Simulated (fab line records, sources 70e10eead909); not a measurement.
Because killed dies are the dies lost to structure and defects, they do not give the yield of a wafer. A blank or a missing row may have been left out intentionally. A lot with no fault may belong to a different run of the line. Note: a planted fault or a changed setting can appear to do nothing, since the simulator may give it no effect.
Matching of chambers ; flow nand-harc ; cmp-03 running NHARC_P_BONDPAD_CMP_19: 4 sister chambers
The step polishes, t overpolish 30 s, cu recess touch 16 s, target thk 160.81 nm. 7 wafers are shown with their chamber, then 7 later ones without.

## EACH WAFER AND ITS CHAMBER
wafer;chamber;motor-current-A (A);overpolish-run-s (s)
L078.3;2;10.1;30.002
L078.6;2;10.0;29.999
L081.6;1;12.5;29.988
L087.2;0;11.5;29.990
L087.5;3;11.9;30.005
L089.2;0;10.3;29.987
L089.4;3;11.4;30.007

## WAFERS MISSING THEIR CHAMBER
wafer;motor-current-A (A);overpolish-run-s (s)
L089.6;9.7;29.991
L090.1;10.8;30.006
L090.3;11.6;30.000
L090.6;11.8;30.012
L095.1;9.7;30.003
L095.3;11.2;29.999
L095.6;12.0;30.008

## CHAMBER TAKEN BY EACH
wafer;from the rows above;in truth
L089.6;0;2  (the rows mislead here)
L090.1;can't be placed: 3 or 2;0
L090.3;can't be placed: 2 or 3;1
L090.6;3;3
L095.1;2;2
L095.3;can't be placed: 2 or 3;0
L095.6;3;3
3 of 7 placed correctly. From these rows, 3 cannot be placed; in 0 the true chamber is one of the candidates. Wrongly placed: 1.
How it was worked out, from the rows above alone: a wafer's distance from a chamber is the root of the sum, over the readings, of the square of ((its reading less the chamber's mean) divided by the reading's scatter). If the next closest chamber is less than 2 further off than the closest, the wafer can't be placed; otherwise it belongs to the closest. For every chamber, the mean is computed from those of its wafers that are shown. How the scatter is found: for the shown wafers, subtract from each reading the mean of its chamber, square and add these, divide the total by (wafers less chambers), then take the root.
